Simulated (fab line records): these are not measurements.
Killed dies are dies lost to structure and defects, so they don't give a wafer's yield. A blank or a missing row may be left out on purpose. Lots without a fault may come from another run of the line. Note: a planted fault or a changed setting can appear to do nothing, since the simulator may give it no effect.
Chamber matching :: flow n5Finfet :: N5_GATE_CUT_SAC_CAP_01 on aldSin-04: 4 sister chambers
The step material SiNx, target thk 24 nm, pulse time 1 s, ald cycles 480. 4 wafers are shown with their chamber, then 10 later ones without.

## WAFERS PAIRED WITH THEIR CHAMBERS
wafer: L088.4
chamber: 0
heaterPowerW (W): 868

wafer: L088.5
chamber: 1
heaterPowerW (W): 986

wafer: L091.1
chamber: 2
heaterPowerW (W): 748

wafer: L091.2
chamber: 3
heaterPowerW (W): 902

## WAFERS WITHOUT THEIR CHAMBER
wafer: L091.3
heaterPowerW (W): 886

wafer: L093.2
heaterPowerW (W): 889

wafer: L093.3
heaterPowerW (W): 1005

wafer: L093.4
heaterPowerW (W): 900

wafer: L094.1
heaterPowerW (W): 977

wafer: L094.2
heaterPowerW (W): 879

wafer: L094.3
heaterPowerW (W): 770

wafer: L094.4
heaterPowerW (W): 882

wafer: L094.5
heaterPowerW (W): 871

wafer: L094.6
heaterPowerW (W): 775

## EACH ONE'S CHAMBER
wafer: L091.3
from the rows above: can't be placed: 3 or 0
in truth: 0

wafer: L093.2
from the rows above: can't be placed: 3 or 0
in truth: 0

wafer: L093.3
from the rows above: 1
in truth: 1

wafer: L093.4
from the rows above: can't be placed: 3 or 0
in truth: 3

wafer: L094.1
from the rows above: 1
in truth: 1

wafer: L094.2
from the rows above: can't be placed: 0 or 3
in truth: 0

wafer: L094.3
from the rows above: 2
in truth: 2

wafer: L094.4
from the rows above: can't be placed: 0 or 3
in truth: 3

wafer: L094.5
from the rows above: can't be placed: 0 or 3
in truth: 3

wafer: L094.6
from the rows above: 2
in truth: 2
4 of 10 placed correctly. These rows do not allow placing 6 (true chamber among the candidates in 6). 0 placed wrongly.
How it was worked out, from the rows above alone: a wafer's distance from a chamber is the root of the sum, over the readings, of the square of ((its reading less the chamber's mean) divided by the reading's scatter). If the next closest chamber is less than 2 further off than the closest, the wafer can't be placed; otherwise it belongs to the closest. Each chamber's mean is taken over the wafers shown for it. The scatter (one wafer shown for each chamber): square how far every hidden wafer sits from the nearest shown wafer, average those squares and take the square root.
